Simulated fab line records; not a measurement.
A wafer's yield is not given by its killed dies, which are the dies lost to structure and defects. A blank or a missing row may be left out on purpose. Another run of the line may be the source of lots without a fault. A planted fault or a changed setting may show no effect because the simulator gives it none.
Struck lot and sound lot, side by side + flow n5-finfet + 15 steps out of a route of 1938
Sound: these wafers, L172.1, L172.3, L172.4. Struck: wafer L183.5 (L183.2, L183.3, from the same lot, were not struck and are left out); the cause is given at the end.
Order at every step that has rows: each side's tool, ch and its chambers, its first start. Under that, the readings that differ: sound wafers + struck wafers + difference of the means + sigmas: that difference in standard deviations of wafers without a fault.
alike: words and numbers the same on both sides, and readings whose means are apart by under 2 such deviations; not compared: readings that were withheld, readings missing a value for some wafer, numbers with overlapping values and no deviation given by the record, and bounds like >300 which may hide the same value.
The two part at a step that has a row with sigmas, a row that says differs or no value, or rows on one side only. Non-overlapping numbers with no deviation appear without sigmas and do not part them. Lack of a reading on every wafer of one side parts them only where that side has two or more wafers.

N5_BEOL_M7_ALD_77: deposits TaN, target thk 2 nm, pulse time 2 s, purge time 3 s.
  sound on ald-metal-01 ch 0,2,3, day 11 03:37; struck on ald-metal-04 ch 1, day 13 21:40
  alike: heater-power-w
N5_BEOL_M7_SURFACE_TREAT_79:
  sound on pvd-sputter-02 at day 11 03:58; struck on pvd-sputter-03 at day 13 22:19
  alike: ar-flow-sccm
  not compared: throttle-valve-pct
then, 3 steps without rows for these wafers: N5_BEOL_M7_CVD_78 (deposits Co from CCTBA/H2, target thk 2 nm, time 142.3 s); N5_BEOL_M7_SPUTTER_48 (material Cu, target thk 10 nm, time 1.667 s); N5_BEOL_M7_ECD_50 (material Cu, target thk 300 nm).
N5_BEOL_M7_ANNEAL_51: time 90 s.
  sound on rtp-anneal-02 ch 0, day 11 04:41; struck on rtp-anneal-02 ch 0, day 13 23:02
  alike: anneal-temp-c-max, wafer_temp_C_max
then, 1 step without rows for these wafers: N5_BEOL_M7_CMP_52 (polishes, stops on SiCOH lowk, t overpolish 6.9 s, target thk 80 nm).
N5_BEOL_M7_THK_MEAS_53: measures by xrf.
  sound on film-metro-02 at day 11 05:16; struck on film-metro-01 at day 13 23:36
  alike: M7_THK
then, 1 step without rows for these wafers: N5_BEOL_M7_PRE_CLEAN_55 (time 15 s).
N5_BEOL_M7_DEP_56: deposits SiCN from 3MS/NH3, target thk 10 nm, time 17.5 s.
  sound on pecvd-02 ch 0,1, day 11 05:20; struck on pecvd-04 ch 2, day 13 23:40
  alike: showerhead-plenum-p-Torr, throttle-valve-pct
N5_BEOL_M7_RS_MEAS_57: the measuring method here is four-point-probe.
  sound on film-metro-01 at day 11 05:26; struck on film-metro-02 at day 13 23:44
  alike: M7_RS
N5_BEOL_M7_INSPECT_58: inspects for defects (darkfield).
  sound on defect-inspect-01 at day 11 05:28; struck on defect-inspect-02 at day 13 23:46
  alike: raw-defect-count
N5_BEOL_M8_ILD_DEP_00: deposits SiCOH lowk from DEMS/porogen, target thk 179.75 nm, time 33.4 s.
  sound on pecvd-04 ch 0,2, day 11 05:29; struck on pecvd-03 ch 0, day 13 23:48
| reading              | sound                | struck | difference | sigmas |
|----------------------|----------------------|--------|------------|--------|
| susceptor-temp-C (C) | 300.17 299.87 300.06 | 303.68 | +3.65      | +19    |
  alike: heater-power-w, showerhead-plenum-p-Torr, throttle-valve-pct
  not compared: model.SiCOH_lowk_of_BEOL_M8_ILD_DEP_00.thk-nm
N5_BEOL_M8_CURE_74: cures SiCOH lowk, time 240 s.
  sound on uv-cure-01 ch 2, day 11 05:34; struck on uv-cure-02 ch 0, day 14 00:05
  alike: lamp-power-pct, wafer_temp_C_max
next, for these wafers, 1 step has no rows: N5_PASSIVATION_PROBE_49.

== WHERE THEY PART ==
Only at N5_BEOL_M8_ILD_DEP_00, within this record. Later steps at which nothing parts them and some readings are alike: N5_BEOL_M8_CURE_74.

WHY: what the simulator had put in
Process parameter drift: pecvd-03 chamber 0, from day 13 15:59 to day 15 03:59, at N5_BEOL_M8_ILD_DEP_00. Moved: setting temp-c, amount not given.
